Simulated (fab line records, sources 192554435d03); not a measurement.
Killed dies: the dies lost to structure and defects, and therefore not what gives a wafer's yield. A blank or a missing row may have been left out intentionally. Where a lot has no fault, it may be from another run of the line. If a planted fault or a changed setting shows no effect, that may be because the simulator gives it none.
Chamber matching + flow n5Finfet + cvdCo-02 running N5_BEOL_M0_CO_CAP_123: 3 sister chambers
The step material Co, precursor CCTBA/H2, target thk 2 nm, time 102.1 s. 14 wafers are shown with their chamber, then 7 later ones without.

## WAFERS, EACH WITH ITS CHAMBER
| wafer  | chamber | heaterPowerW (W) | susceptorTempC (C) |
|--------|---------|------------------|--------------------|
| L075.1 | 0       | 287              | 199.62             |
| L075.5 | 0       | 284              | 199.85             |
| L075.6 | 2       | 241              | 200.04             |
| L086.2 | 1       | 243              | 200.23             |
| L086.4 | 1       | 241              | 200.08             |
| L086.6 | 2       | 241              | 200.04             |
| L088.1 | 0       | 285              | 199.73             |
| L088.2 | 1       | 244              | 200.19             |
| L088.4 | 0       | 288              | 199.84             |
| L089.1 | 1       | 244              | 199.89             |
| L089.2 | 0       | 296              | 200.11             |
| L089.6 | 2       | 237              | 200.02             |
| L090.2 | 0       | 292              | 200.01             |
| L090.4 | 2       | 242              | 200.29             |

SIGNATURES (averages over the wafers above)
| reading        | chamber 0 | chamber 1 | chamber 2 | scatter within a chamber |
|----------------|-----------|-----------|-----------|--------------------------|
| heaterPowerW   | 288.67    | 243.00    | 240.25    | 3.36                     |
| susceptorTempC | 199.8600  | 200.0975  | 200.0975  | 0.159                    |
Rule: for each reading, subtract the chamber's mean from the wafer's reading, divide by that reading's scatter and square the result; add these up over the readings and take the root, which gives the wafer's distance from the chamber. The wafer belongs to the nearest chamber; if the next one is less than 2 further off, it can't be placed. The scatter: take each reading less its chamber's mean, square it, sum over the shown wafers, divide by the number of wafers less the number of chambers, and take the root.

## WAFERS WITH NO CHAMBER GIVEN
| wafer  | heaterPowerW (W) | susceptorTempC (C) |
|--------|------------------|--------------------|
| L090.6 | 298              | 199.97             |
| L091.2 | 246              | 199.80             |
| L091.4 | 240              | 199.95             |
| L091.6 | 289              | 199.96             |
| L093.1 | 245              | 199.95             |
| L093.2 | 289              | 200.26             |
| L093.5 | 247              | 199.85             |

## WHICH CHAMBER EACH ONE RAN IN
| wafer  | from the rows above     | in truth |
|--------|-------------------------|----------|
| L090.6 | 0                       | 0        |
| L091.2 | can't be placed: 1 or 2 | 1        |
| L091.4 | can't be placed: 2 or 1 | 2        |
| L091.6 | 0                       | 0        |
| L093.1 | can't be placed: 1 or 2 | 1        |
| L093.2 | 0                       | 0        |
| L093.5 | can't be placed: 1 or 2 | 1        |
Correctly placed: 3 of 7. These rows do not allow placing 4 (true chamber among the candidates in 4). 0 placed wrongly.
